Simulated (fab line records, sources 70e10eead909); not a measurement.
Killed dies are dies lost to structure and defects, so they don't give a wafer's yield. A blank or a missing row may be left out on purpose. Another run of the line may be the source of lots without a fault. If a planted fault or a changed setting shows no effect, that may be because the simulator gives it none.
fab line records    flow nand-harc
record: lots: 7  wafers: 21  last-day: 32
route steps=1302 shown P_GATE@161 END@1302
lots with no fault: from the same line, run without faults
start-h: start of the lot's first displayed wafer, in hours after the record's first day    wait-h: hours since the lot's step before    " unchanged from the row above    L1.1+2: a row that stands for several wafers    - either no value or no given start    * or withheld: withheld    < > ~ a bound
route shown NAME@n: names a module that has steps shown in the file, with the first one's number in the route    usual: mean and standard deviation over wafers with no fault    same: alike in all rows    chamber/n: place in a boat    sites: readings site by site    _std_site: their standard deviation    _edge_site: the outer-site mean with the inner-site mean subtracted    radius-mm: for every site, how far away it sits from the centre of the wafer    mask NAME#n: copy n    behind: the tool/chamber that last shaped the wafer    hold: reason for holding the lot/hours on hold/outcome of the hold    device: names the non-switching transistor (n, p or np)    end of line: the same wafers' tests at the end of the route    a step without rows: its recipe alone    killed: at the first sort, the dies lost to defects and structure; wafer yield is something else    map: a wafer's dies, x killed, . not, _ none there
set.NAME: the setting the step ran with; set.NAME@STEP: the setting that earlier step ran with    model.NAME: the simulator's own value behind a step, which no gauge read
lots seen at some steps along the route; tables by step, rows by wafer
services: the hour from which a tool's chamber was out of use, counted from the record's first day as start-h (under 0 if before that day), plus the number of hours and why
== steps ==
step: NHARC_P_GATE_SRD_100
step: NHARC_P_GATE_DEHYDRATE_38
recipe: temp-c: 150  time-s: 120
step: NHARC_P_GATE_HMDS_39
recipe: time-s: 30
step: NHARC_P_GATE_COAT_40
recipe: spin-rpm: 3000
step: NHARC_P_GATE_SOFTBAKE_41
recipe: temp-c: 122  time-s: 95
step: NHARC_P_GATE_EBR_42
step: NHARC_P_GATE_EXPOSE_43
recipe: na: 0.6  target-cd-nm: 720  dose-mj: 14.81  mask-id: P_NSD
step: NHARC_P_GATE_PEB_44
recipe: peb-temp-c: 118  peb-time-s: 85
step: NHARC_P_GATE_DEVELOP_45
recipe: time-s: 70
step: NHARC_P_GATE_CD_MEAS_46
recipe: target-cd-nm: 720  landing-energy-ev: 500
usual: cd-nm: 720.3/2.4
lot.wafer  tool       chamber  start-h  wait-h  cd-nm
L807.1     cd-sem-02  0        159.03   -       718.9
L807.3     "          0        "        "       721.6
L807.6     "          0        "        "       722.6
L809.1     cd-sem-03  0        175.32   -       720.2
L809.5     "          0        "        "       723.8
L809.6     "          0        "        "       723.2
L810.3     cd-sem-03  0        189.06   -       719.1
L810.4     "          0        "        "       719.1
L810.6     "          0        "        "       722.7
L811.1     cd-sem-01  0        196.26   -       722.8
L811.2     "          0        "        "       722.3
L811.5     "          0        "        "       720.5
L814.1     cd-sem-03  0        238.94   -       720.0
L814.2     "          0        "        "       716.6
L814.6     "          0        "        "       721.2
L822.1     cd-sem-03  0        310.48   -       719.9
L822.2     "          0        "        "       719.6
L822.5     "          0        "        "       720.4
L825.1     cd-sem-02  0        336.50   -       718.4
L825.5     "          0        "        "       717.1
L825.6     "          0        "        "       717.6
step: NHARC_P_GATE_HARDBAKE_47
recipe: temp-c: 125  time-s: 80
step: NHARC_P_GATE_DESCUM_48
recipe: time-s: 3  o2-flow-sccm: 200  ar-flow-sccm: 0  bias-power-w: 0  chemistry: O2
usual: drypump-motor-current-A: 5.6/0.34  oes-product-au: 1.000/0.013  rf-vpp-V: 57.8/0.85  showerhead-plenum-p-Torr: 1.91/0.067  throttle-valve-pct: 11.311/0.0097
lot.wafer  tool         chamber  start-h  wait-h  drypump-motor-current-A  oes-product-au  rf-hours-counter-h  rf-vpp-V  showerhead-plenum-p-Torr  throttle-valve-pct
L807.3     rie-diel-08  1        159.19   -       5.5                      1.015           9                   58.9      1.83                      11.304
L807.1     "            0        "        "       5.1                      0.992           9                   57.4      1.86                      11.325
L807.6     "            2        "        "       5.4                      0.998           -                   58.5      2.06                      11.312
L809.1     rie-diel-04  1        175.51   -       5.9                      1.006           12                  57.7      1.89                      11.316
L809.6     "            2        "        "       5.2                      0.983           -                   57.4      1.95                      11.306
L809.5     "            1        "        "       5.9                      1.012           -                   58.0      1.89                      11.314
L810.3     rie-diel-04  1        189.21   -       5.9                      1.007           0                   57.4      1.89                      11.309
L810.4     "            0        "        "       5.7                      1.013           0                   57.2      1.83                      11.315
L810.6     "            2        "        "       5.2                      0.998           -                   59.3      1.95                      11.326
L811.1     rie-diel-04  1        196.42   -       5.9                      1.012           1                   58.2      1.89                      11.308
L811.2     "            2        "        "       5.2                      0.990           1                   57.8      1.95                      11.319
L811.5     "            2        "        "       5.2                      0.988           -                   57.7      1.94                      11.312
L814.2     rie-diel-06  2        239.10   -       5.8                      1.016           6                   57.8      1.87                      11.306
L814.1     "            0        "        "       5.3                      0.989           6                   59.8      1.92                      11.306
L814.6     "            3        "        "       5.5                      0.991           -                   58.8      1.96                      11.304
L822.1     rie-diel-04  1        310.64   -       6.0                      1.007           7                   57.8      1.89                      11.302
L822.2     "            0        "        "       5.7                      1.002           7                   57.4      1.83                      11.317
L822.5     "            2        "        "       5.2                      1.007           -                   58.0      1.94                      11.323
L825.1     rie-diel-04  3        336.66   -       6.2                      1.007           8                   57.5      1.88                      11.297
L825.5     "            3        "        "       6.2                      1.001           -                   57.8      1.88                      11.301
L825.6     "            0        "        "       5.7                      1.011           -                   58.5      1.82                      11.316
step: NHARC_P_GATE_IMPLANT_49
recipe: energy-kev: 30  dose-cm2: 3e+15  tilt-deg: 7
usual: beam-energy-keV: 30.002/0.0083  beam-on-s: 31.3/1.7  tilt-deg: 7.003/0.02
lot.wafer  tool          chamber  start-h  wait-h  beam-energy-keV  beam-on-s  tilt-deg
L807.1     implanter-01  0        159.34   0.1     29.994           29.3       6.987
L807.3     "             0        "        "       30.010           29.5       6.991
L807.6     "             0        "        "       29.996           29.7       6.988
L809.1     implanter-01  -        175.65   0.1     -                -          -
L809.5     "             -        "        "       -                -          -
L809.6     "             -        "        "       -                -          -
L810.3     implanter-02  -        189.42   0.2     -                -          -
L810.4     "             -        "        "       -                -          -
L810.6     "             -        "        "       -                -          -
L811.1     implanter-01  -        196.57   0.1     -                -          -
L811.2     "             -        "        "       -                -          -
L811.5     "             -        "        "       -                -          -
L814.1     implanter-01  0        239.25   0.1     30.012           30.2       7.012
L814.2     "             0        "        "       29.996           29.8       7.006
L814.6     "             0        "        "       30.006           29.2       7.036
L822.1     implanter-02  0        310.79   0.1     30.014           32.8       6.997
L822.2     "             0        "        "       29.997           31.6       6.982
L822.5     "             0        "        "       30.012           32.7       7.024
L825.1     implanter-02  0        337.02   0.3     29.996           32.5       7.030
L825.5     "             0        "        "       30.007           31.9       6.999
L825.6     "             0        "        "       29.999           32.8       7.025
step: NHARC_P_GATE_STRIP_111
recipe: power-w: 1500  temp-c: 110  time-s: 250  chemistry: N2/H2
usual: drypump-motor-current-A: 5.4/0.43  heater-power-w: 93/12  rf-refl-power-W: 23/8.8
lot.wafer  tool             chamber  start-h  wait-h  drypump-motor-current-A  heater-power-w  rf-hours-counter-h  rf-refl-power-W
L807.1     plasma-asher-01  1        159.56   0.2     5.9                      88              36                  38
L807.3     "                1        "        "       5.8                      88              -                   40
L807.6     "                1        "        "       5.9                      92              -                   39
L809.1     plasma-asher-01  1        175.92   0.2     5.9                      91              0                   38
L809.6     "                0        "        "       4.9                      90              -                   14
L809.5     "                1        "        "       5.9                      93              -                   38
L810.4     plasma-asher-02  0        189.68   0.2     5.1                      79              -                   21
L810.3     "                1        "        "       5.8                      116             -                   20
L810.6     "                0        "        "       5.1                      78              -                   20
L811.2     plasma-asher-01  1        196.79   0.2     5.8                      91              3                   39
L811.1     "                0        "        "       4.9                      88              3                   15
L811.5     "                1        "        "       5.8                      91              -                   39
L814.1     plasma-asher-01  0        239.48   0.2     4.9                      88              11                  15
L814.2     "                1        "        "       5.9                      90              11                  39
L814.6     "                1        "        "       5.9                      91              -                   39
L822.1     plasma-asher-02  1        311.01   0.2     5.8                      114             33                  20
L822.2     "                0        "        "       5.1                      80              33                  20
L822.5     "                1        "        "       5.8                      113             -                   19
L825.1     plasma-asher-02  1        337.29   0.2     5.8                      111             1                   19
L825.6     "                0        "        "       5.1                      81              -                   20
L825.5     "                1        "        "       5.8                      108             -                   19
step: NHARC_END_SORT_01
recipe: temp-c: 25
usual: killed-at-array: 61/26  killed-at-other: 0.8/1.1  killed-at-periphery: 4.0/2.6  killed-dies: 66/26  killed-open: 3.1/1.7  killed-short: 2.5/1.5
same: gross-dies: 677
lot.wafer  tool       chamber  start-h  wait-h  killed-at-array  killed-at-other  killed-at-periphery  killed-dies  killed-open  killed-short
L809.1     prober-01  0        626.17   2.5     103              1                573                  677          4            3
L809.5     prober-01  0        629.36   3.7     98               0                579                  677          2            6
L809.6     prober-01  0        630.16   4.0     97               0                580                  677          3            1
L811.1     prober-01  0        642.74   2.5     40               0                637                  677          5            6
L811.2     prober-01  0        643.54   2.8     41               1                635                  677          3            2
L811.5     prober-01  0        645.93   3.7     34               4                639                  677          1            1
L810.3     prober-02  0        644.42   3.1     99               0                578                  677          4            1
L810.4     prober-02  0        645.23   3.5     77               0                600                  677          3            0
L810.6     prober-02  0        646.86   4.1     87               1                589                  677          4            2
L825.1     prober-02  0        771.59   2.5     57               0                2                    59           5            3
L825.5     prober-02  0        774.82   3.7     48               0                2                    50           3            1
L825.6     prober-02  0        775.63   4.0     51               0                3                    54           2            2
killed by level:class
L809.1 P_GATE:area-implant=568 A_CHANNEL_HOLE_D2:chamber-film-flake=33 A_SLIT:chamber-film-flake=28 A_CHANNEL_HOLE_D1:chamber-film-flake=24 A_CONTACT:chamber-film-flake=7 P_CONTACT:chamber-film-flake=2 P_BONDPAD:chamber-film-flake=2 A_BLC:chamber-film-flake=2
L809.5 P_GATE:area-implant=569 A_SLIT:chamber-film-flake=35 A_CHANNEL_HOLE_D2:chamber-film-flake=23 A_CHANNEL_HOLE_D1:chamber-film-flake=22 P_BONDPAD:chamber-film-flake=7 A_CONTACT:chamber-film-flake=6 A_STAIRCASE:chamber-film-flake=2 P_CONTACT:geometric-particle:short=1
L809.6 P_GATE:area-implant=575 A_SLIT:chamber-film-flake=32 A_CHANNEL_HOLE_D1:chamber-film-flake=30 A_CHANNEL_HOLE_D2:chamber-film-flake=22 A_CONTACT:chamber-film-flake=5 A_WL_FILL:chamber-film-flake=4 P_BONDPAD:chamber-film-flake=3 A_CHANNEL_FILL_D1:geometric-particle:open=1
L811.1 P_GATE:area-implant=634 A_CHANNEL_HOLE_D2:chamber-film-flake=15 A_CONTACT:chamber-film-flake=4 A_CHANNEL_HOLE_D1:chamber-film-flake=3 A_CHANNEL_FILL_D2:geometric-particle:open=2 A_ZERO_WELL:chamber-film-flake=2 A_CHANNEL_FILL_D1:chamber-film-flake=2 A_DECK1_JOINT:chamber-film-flake=2
L811.2 P_GATE:area-implant=631 A_CHANNEL_HOLE_D2:chamber-film-flake=16 A_SLIT:chamber-film-flake=7 A_CHANNEL_HOLE_D1:chamber-film-flake=4 A_WL_FILL:chamber-film-flake=3 A_CONTACT:chamber-film-flake=3 P_ZERO_WELL:chamber-film-flake=2 A_STAIRCASE:chamber-film-flake=2
L810.3 P_GATE:area-implant=574 A_SLIT:chamber-film-flake=35 A_CHANNEL_HOLE_D2:chamber-film-flake=31 A_CHANNEL_HOLE_D1:chamber-film-flake=28 P_CONTACT:geometric-particle:open=1 A_WL_FILL:geometric-particle:short=1 A_WL_FILL:geometric-particle:open=1 A_CONTACT:geometric-particle:open=1
L810.4 P_GATE:area-implant=593 A_SLIT:chamber-film-flake=27 A_CHANNEL_HOLE_D2:chamber-film-flake=23 A_CHANNEL_HOLE_D1:chamber-film-flake=18 A_CONTACT:chamber-film-flake=3 P_GATE:chamber-film-flake=2 A_STAIRCASE:chamber-film-flake=2 P_GATE:geometric-particle:open=1
L811.5 P_GATE:area-implant=637 A_CHANNEL_HOLE_D2:chamber-film-flake=14 A_CHANNEL_HOLE_D1:chamber-film-flake=8 A_SLIT:chamber-film-flake=5 THIN_TSV:chamber-film-flake=4 A_CONTACT:chamber-film-flake=3 A_CHANNEL_FILL_D1:geometric-particle:open=1 A_SGD_CUT:geometric-particle:short=1
L810.6 P_GATE:area-implant=586 A_SLIT:chamber-film-flake=33 A_CHANNEL_HOLE_D2:chamber-film-flake=23 A_CHANNEL_HOLE_D1:chamber-film-flake=20 A_SGD_CUT:geometric-particle:open=2 A_DECK1_JOINT:chamber-film-flake=2 A_CONTACT:chamber-film-flake=2 P_GATE:geometric-particle:open=1
L825.1 A_CHANNEL_HOLE_D2:chamber-film-flake=28 A_SLIT:chamber-film-flake=9 A_CHANNEL_HOLE_D1:chamber-film-flake=6 A_STAIRCASE:chamber-film-flake=3 A_CONTACT:chamber-film-flake=2 A_SOURCE_PLATE:geometric-particle:short=1 A_SOURCE_PLATE:geometric-particle:open=1 A_ONON_D1:geometric-particle:open=1
L825.5 A_CHANNEL_HOLE_D2:chamber-film-flake=30 A_SLIT:chamber-film-flake=8 A_CHANNEL_HOLE_D1:chamber-film-flake=2 A_CONTACT:chamber-film-flake=2 A_SOURCE_PLATE:geometric-particle:open=1 A_ONON_D1:geometric-particle:open=1 A_CHANNEL_HOLE_D1:geometric-particle:open=1 A_DECK1_JOINT:geometric-particle:short=1
L825.6 A_CHANNEL_HOLE_D2:chamber-film-flake=33 A_CHANNEL_HOLE_D1:chamber-film-flake=5 A_SLIT:chamber-film-flake=4 A_BLC:geometric-particle:open=2 P_GATE:chamber-film-flake=2 A_STAIRCASE:chamber-film-flake=2 A_CONTACT:chamber-film-flake=2 A_CHANNEL_HOLE_D1:geometric-particle:short=1
map L809.1 (x killed, . not)
____________x____________
_________xxxxxxx_________
_______xxxxxxxxxxx_______
______xxxxxxxxxxxxx______
_____xxxxxxxxxxxxxxx_____
____xxxxxxxxxxxxxxxxx____
____xxxxxxxxxxxxxxxxx____
___xxxxxxxxxxxxxxxxxxx___
___xxxxxxxxxxxxxxxxxxx___
__xxxxxxxxxxxxxxxxxxxxx__
__xxxxxxxxxxxxxxxxxxxxx__
_xxxxxxxxxxxxxxxxxxxxxxx_
_xxxxxxxxxxxxxxxxxxxxxxx_
_xxxxxxxxxxxxxxxxxxxxxxx_
_xxxxxxxxxxxxxxxxxxxxxxx_
_xxxxxxxxxxxxxxxxxxxxxxx_
xxxxxxxxxxxxxxxxxxxxxxxxx
xxxxxxxxxxxxxxxxxxxxxxxxx
xxxxxxxxxxxxxxxxxxxxxxxxx
xxxxxxxxxxxxxxxxxxxxxxxxx
xxxxxxxxxxxxxxxxxxxxxxxxx
_xxxxxxxxxxxxxxxxxxxxxxx_
_xxxxxxxxxxxxxxxxxxxxxxx_
_xxxxxxxxxxxxxxxxxxxxxxx_
_xxxxxxxxxxxxxxxxxxxxxxx_
_xxxxxxxxxxxxxxxxxxxxxxx_
__xxxxxxxxxxxxxxxxxxxxx__
__xxxxxxxxxxxxxxxxxxxxx__
___xxxxxxxxxxxxxxxxxxx___
___xxxxxxxxxxxxxxxxxxx___
____xxxxxxxxxxxxxxxxx____
____xxxxxxxxxxxxxxxxx____
_____xxxxxxxxxxxxxxx_____
______xxxxxxxxxxxxx______
_______xxxxxxxxxxx_______
_________xxxxxxx_________
____________x____________
map L810.3 (x killed, . not)
____________x____________
_________xxxxxxx_________
_______xxxxxxxxxxx_______
______xxxxxxxxxxxxx______
_____xxxxxxxxxxxxxxx_____
____xxxxxxxxxxxxxxxxx____
____xxxxxxxxxxxxxxxxx____
___xxxxxxxxxxxxxxxxxxx___
___xxxxxxxxxxxxxxxxxxx___
__xxxxxxxxxxxxxxxxxxxxx__
__xxxxxxxxxxxxxxxxxxxxx__
_xxxxxxxxxxxxxxxxxxxxxxx_
_xxxxxxxxxxxxxxxxxxxxxxx_
_xxxxxxxxxxxxxxxxxxxxxxx_
_xxxxxxxxxxxxxxxxxxxxxxx_
_xxxxxxxxxxxxxxxxxxxxxxx_
xxxxxxxxxxxxxxxxxxxxxxxxx
xxxxxxxxxxxxxxxxxxxxxxxxx
xxxxxxxxxxxxxxxxxxxxxxxxx
xxxxxxxxxxxxxxxxxxxxxxxxx
xxxxxxxxxxxxxxxxxxxxxxxxx
_xxxxxxxxxxxxxxxxxxxxxxx_
_xxxxxxxxxxxxxxxxxxxxxxx_
_xxxxxxxxxxxxxxxxxxxxxxx_
_xxxxxxxxxxxxxxxxxxxxxxx_
_xxxxxxxxxxxxxxxxxxxxxxx_
__xxxxxxxxxxxxxxxxxxxxx__
__xxxxxxxxxxxxxxxxxxxxx__
___xxxxxxxxxxxxxxxxxxx___
___xxxxxxxxxxxxxxxxxxx___
____xxxxxxxxxxxxxxxxx____
____xxxxxxxxxxxxxxxxx____
_____xxxxxxxxxxxxxxx_____
______xxxxxxxxxxxxx______
_______xxxxxxxxxxx_______
_________xxxxxxx_________
____________x____________
== services ==
tool             chamber  start-h  hours  kind
plasma-asher-02  -        137.85   4.1    repair
plasma-asher-02  -        144.74   9.0    pm
implanter-02     -        146.52   13.0   pm
rie-diel-08      3        146.55   4.5    repair
rie-diel-06      3        147.40   10.5   repair
rie-diel-06      2        149.92   2.8    repair
plasma-asher-01  -        165.27   9.0    pm
rie-diel-04      0        170.45   6.7    repair
implanter-02     -        170.76   4.2    repair
rie-diel-08      2        175.52   6.6    repair
rie-diel-04      -        177.93   9.0    pm
implanter-02     -        179.05   1.5    repair
rie-diel-08      -        190.80   9.0    pm
rie-diel-08      2        211.32   9.2    repair
rie-diel-08      1        212.18   7.5    repair
implanter-01     -        220.08   1.9    repair
implanter-01     -        229.18   1.8    repair
rie-diel-08      -        242.21   0.2    repair
rie-diel-08      3        245.28   7.5    repair
plasma-asher-01  -        270.76   1.9    repair
rie-diel-08      2        276.68   20.8   repair
implanter-02     -        299.48   1.3    repair
plasma-asher-02  -        321.74   9.0    pm
implanter-01     -        327.00   13.0   pm
== key ==
first-sign: step: NHARC_P_GATE_IMPLANT_49  reading: tool-record  direction: missing
effect: step: NHARC_END_SORT_01  reading: killed-at-periphery  direction: up  sigmas: 99+  usual: 4.0  struck: 601.1
more-kills-born-at: NHARC_P_GATE_IMPLANT_49@implanter-01: 3614  NHARC_P_GATE_IMPLANT_49@implanter-02: 1753
met-at NHARC_P_GATE_IMPLANT_49
struck-wafers L809.1,L809.5,L809.6,L810.3,L810.4,L810.6,L811.1,L811.2,L811.5
later-rows-left-out L809.1,L809.5,L809.6,L810.3,L810.4,L810.6,L811.1,L811.2,L811.5
tester-left-out L809,L810,L811
onset-between 159.34 175.65
fault: kind: skipped-step-whole  tool: implanter-01,implanter-02  chamber: -  onset-h: 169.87  steps: NHARC_P_GATE_IMPLANT_49  scope: struck-lots-only
tester-left-out: of these lots the tester's yield and bins aren't shown, on N5 and GAA mostly nor the transistor test; their killed dies are dies lost to structure and defects alone, not to doping, threshold or leakage, so they don't give the yield
later-rows-left-out: the simulator's readings of these wafers behind a module that went badly wrong aren't trusted and aren't shown, but for the sort
